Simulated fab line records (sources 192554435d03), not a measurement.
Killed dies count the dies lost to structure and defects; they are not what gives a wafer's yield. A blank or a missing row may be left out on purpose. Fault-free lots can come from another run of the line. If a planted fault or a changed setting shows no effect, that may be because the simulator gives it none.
Chamber matching :: flow n5Finfet :: rieDiel-05 running N5_BEOL_M4_DESCUM_16: 3 sister chambers
The step chemistry O2, time 7 s. 6 wafers are shown with their chamber, then 6 later ones without.

== WAFERS WITH THEIR CHAMBER ==
wafer: L077.4
chamber: 0
drypumpMotorCurrentA (A): 5.7
throttleValvePct (%): 20.87

wafer: L078.6
chamber: 2
drypumpMotorCurrentA (A): 5.1
throttleValvePct (%): 20.26

wafer: L086.3
chamber: 2
drypumpMotorCurrentA (A): 5.1
throttleValvePct (%): 20.29

wafer: L086.5
chamber: 1
drypumpMotorCurrentA (A): 6.0
throttleValvePct (%): 20.23

wafer: L087.1
chamber: 0
drypumpMotorCurrentA (A): 5.7
throttleValvePct (%): 20.41

wafer: L087.4
chamber: 1
drypumpMotorCurrentA (A): 6.1
throttleValvePct (%): 20.26

== WAFERS WHOSE CHAMBER IS MISSING ==
wafer: L087.5
drypumpMotorCurrentA (A): 5.1
throttleValvePct (%): 20.29

wafer: L085.1
drypumpMotorCurrentA (A): 6.1
throttleValvePct (%): 20.25

wafer: L085.5
drypumpMotorCurrentA (A): 6.0
throttleValvePct (%): 20.27

wafer: L096.1
drypumpMotorCurrentA (A): 6.1
throttleValvePct (%): 20.29

wafer: L096.4
drypumpMotorCurrentA (A): 6.1
throttleValvePct (%): 20.31

wafer: L096.5
drypumpMotorCurrentA (A): 5.7
throttleValvePct (%): 20.44

== THE CHAMBER EACH PASSED THROUGH ==
wafer: L087.5
from the rows above: 2
in truth: 2

wafer: L085.1
from the rows above: 1
in truth: 1

wafer: L085.5
from the rows above: 1
in truth: 1

wafer: L096.1
from the rows above: 1
in truth: 1

wafer: L096.4
from the rows above: 1
in truth: 1

wafer: L096.5
from the rows above: 0
in truth: 0
6 of 6 placed correctly. Can't be placed from these rows: 0. Placed wrongly: 0.
How it was worked out, from the rows above alone: a wafer's distance from a chamber is the root of the sum, over the readings, of the square of ((its reading less the chamber's mean) divided by the reading's scatter). The wafer belongs to the nearest chamber; if the next one is less than 2 further off, it can't be placed. A chamber's mean is the mean of its shown wafers. How the scatter is found: for the shown wafers, subtract from each reading the mean of its chamber, square and add these, divide the total by (wafers less chambers), then take the root.
